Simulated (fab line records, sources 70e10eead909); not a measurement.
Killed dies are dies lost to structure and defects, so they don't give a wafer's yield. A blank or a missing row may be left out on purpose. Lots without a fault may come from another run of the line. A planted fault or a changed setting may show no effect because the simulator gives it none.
A struck lot beside a sound one | flow nand_harc | 39 steps out of a route of 1302
Sound: wafers L531.1, L531.3, L531.6. Struck: wafer L548.6. (L548.2, L548.3 of the same lot were not struck and are left out.) The cause comes at the end.
At each step with rows: each side's tool, then ch and its chambers, then its first start. Under that, the readings that differ: sound wafers | struck wafers | difference of the means | sigmas: that difference in standard deviations of wafers without a fault.
alike: readings whose means differ by less than 2 such deviations, and words and numbers that are the same on both sides. not compared: withheld readings, readings that some wafer has no value for, bounds like >300 that may hide the same value, and numbers for which the record gives no deviation and whose values overlap.
The two part at a step that has a row with sigmas, a row that says differs or no value, or rows on one side only. Numbers that don't overlap but have no deviation are shown without sigmas and don't part them. A reading that every wafer of one side lacks parts them only if that side has two wafers or more.

NHARC_P_M1_OVL_MEAS_10: pitch 260 nm.
  sound on overlay-01, day 6 09:51; struck on overlay-02, day 13 17:40
  alike: overlay_x_nm, overlay_y_nm
NHARC_P_M1_INSPECT_11:
  sound on defect_inspect-02, day 6 09:53; struck on defect_inspect-02, day 13 17:43
  reading          | sound | struck | difference | sigmas
  raw_defect_count | 8 2 7 | 0      | -6         | -2
then, 3 steps without rows for these wafers: NHARC_P_M1_DESCUM_14 (chemistry O2, time 3 s); NHARC_P_M1_ETCH_35 (etches the open film in N2/H2, target depth 40 nm, overetch 12 nm, time 43.94 s); NHARC_P_M1_ETCH_15 (etches the open film in C4F8/Ar, target depth 182.5 nm, time 91.2 s).
NHARC_P_M1_CD_MEAS_16:
  sound on cd_sem-02, day 6 10:18; struck on cd_sem-03, day 13 18:04
  alike: cd_nm
then, 3 steps without rows for these wafers: NHARC_P_M1_STRIP_18 (strips in N2/H2); NHARC_P_M1_ETCH_28 (etches the open film in CF4/N2, target depth 30 nm, time 72.99 s); NHARC_P_M1_STRIP_19 (strips in post etch residue remover, time 600 s).
NHARC_P_M1_DEGAS_29: time 60 s.
  sound on pvd_sputter-03, day 6 11:01; struck on pvd_sputter-03, day 13 18:47
  alike: heater_power_w
NHARC_P_M1_PRE_CLEAN_30: time 30 s.
  sound on pvd_sputter-03; struck on pvd_sputter-03
  alike: heater_power_w
then, 1 step without rows for these wafers: NHARC_P_M1_PVD_20 (deposits TaN, target thk 5 nm, time 8.06 s).
NHARC_P_M1_PVD_21: deposits Cu, target thk 30 nm, time 20.49 s.
  sound on pvd_sputter-03, day 6 11:14; struck on pvd_sputter-03, day 13 19:02
  alike: throttle_valve_pct
then, 4 steps without rows for these wafers: NHARC_P_M1_ECD_22 (material Cu, target thk 400 nm); NHARC_P_M1_ANNEAL_31 (time 90 s); NHARC_P_M1_CMP_23 (polishes, t overpolish 20 s, target thk 157.82 nm); NHARC_P_M1_SRD_25.
NHARC_P_M1_PRE_CLEAN_32: time 12 s.
  sound on pecvd-02 ch 0,2, day 6 12:57; struck on pecvd-04 ch 2, day 13 20:24
  alike: heater_power_w
  not compared: since_wet_clean_h
then, 11 steps without rows for these wafers: NHARC_P_M1_DEP_33 (deposits SiCN, target thk 30 nm); NHARC_P_M2_DEP_00 (deposits SiOC, target thk 182.5 nm); NHARC_P_M2_DEHYDRATE_01 (time 120 s); NHARC_P_M2_HMDS_02 (time 30 s); NHARC_P_M2_COAT_34 (time 65 s); NHARC_P_M2_COAT_03 (resist thk 90 nm); NHARC_P_M2_SOFTBAKE_04 (time 55 s); NHARC_P_M2_EBR_05; NHARC_P_M2_EXPOSE_06 (exposes mask P M2, target cd 170 nm); NHARC_P_M2_PEB_07 (peb time 65 s); NHARC_P_M2_DEVELOP_08 (develop time 35 s).
NHARC_P_M2_CD_MEAS_09: target cd 170 nm.
  sound on cd_sem-03 ch 0, day 6 14:16; struck on cd_sem-01 ch 0, day 13 21:44
  reading    | sound             | struck | difference | sigmas
  cd_nm (nm) | 168.2 169.2 168.8 | 170.2  | +1.5       | +2
NHARC_P_M2_OVL_MEAS_10: pitch 340 nm.
  sound on overlay-02, day 6 14:21; struck on overlay-02, day 13 21:50
  alike: overlay_x_nm, overlay_y_nm
then, 2 steps without rows for these wafers: NHARC_P_M2_DESCUM_14 (chemistry O2, time 3 s); NHARC_P_M2_ETCH_35 (etches the open film in N2/H2, target depth 40 nm, overetch 12 nm, time 43.94 s).
NHARC_P_M2_ETCH_15: etches the open film in C4F8/Ar, target depth 182.5 nm, time 91.2 s.
  sound on rie_diel-02 ch 0,2,3; struck on rie_diel-02 ch 3
  alike: oes_product_au, rf_vpp_V
  not compared: rf_hours_counter_h
NHARC_P_M2_CD_MEAS_16:
  sound on cd_sem-03, day 6 14:45; struck on cd_sem-02, day 13 22:14
  alike: cd_nm
then, 1 step without rows for these wafers: NHARC_P_M2_STRIP_18 (strips in N2/H2).
NHARC_P_M2_ETCH_28: etches the open film in CF4/N2, target depth 30 nm, time 72.99 s.
  sound on rie_diel-04 ch 0,3; struck on rie_diel-04 ch 0
  alike: drypump_motor_current_A, oes_product_au, rf_vpp_V, showerhead_plenum_p_Torr, throttle_valve_pct
  not compared: rf_hours_counter_h
then, 1 step without rows for these wafers: NHARC_P_M2_STRIP_19 (strips in post etch residue remover, time 600 s).
-- the record jumps here: 18 days lie between the struck wafers' starts before and after (it left off in module P_M2 and takes up again in module END, whose first step shown is number 1302 of the route) --
NHARC_END_SORT_01:
  sound on prober-01 ch 0, day 24 09:21; struck on prober-02 ch 0, day 31 22:34
  reading                  | sound          | struck | difference | sigmas
  defect_limited_yield (%) | 96.8 95.9 96.3 | 78.4   | -17.9      | -6
  killed_at_array          | 18 27 21       | 65     | +43        | +2
  killed_at_periphery      | 4 0 4          | 81     | +78        | +25
  killed_dies              | 22 28 25       | 146    | +121       | +6
  alike: killed_at_other, killed_open, killed_short

WHERE THEY PART
First at NHARC_P_M1_INSPECT_11; last, within this record, at NHARC_END_SORT_01.

WHY: what the simulator had put in
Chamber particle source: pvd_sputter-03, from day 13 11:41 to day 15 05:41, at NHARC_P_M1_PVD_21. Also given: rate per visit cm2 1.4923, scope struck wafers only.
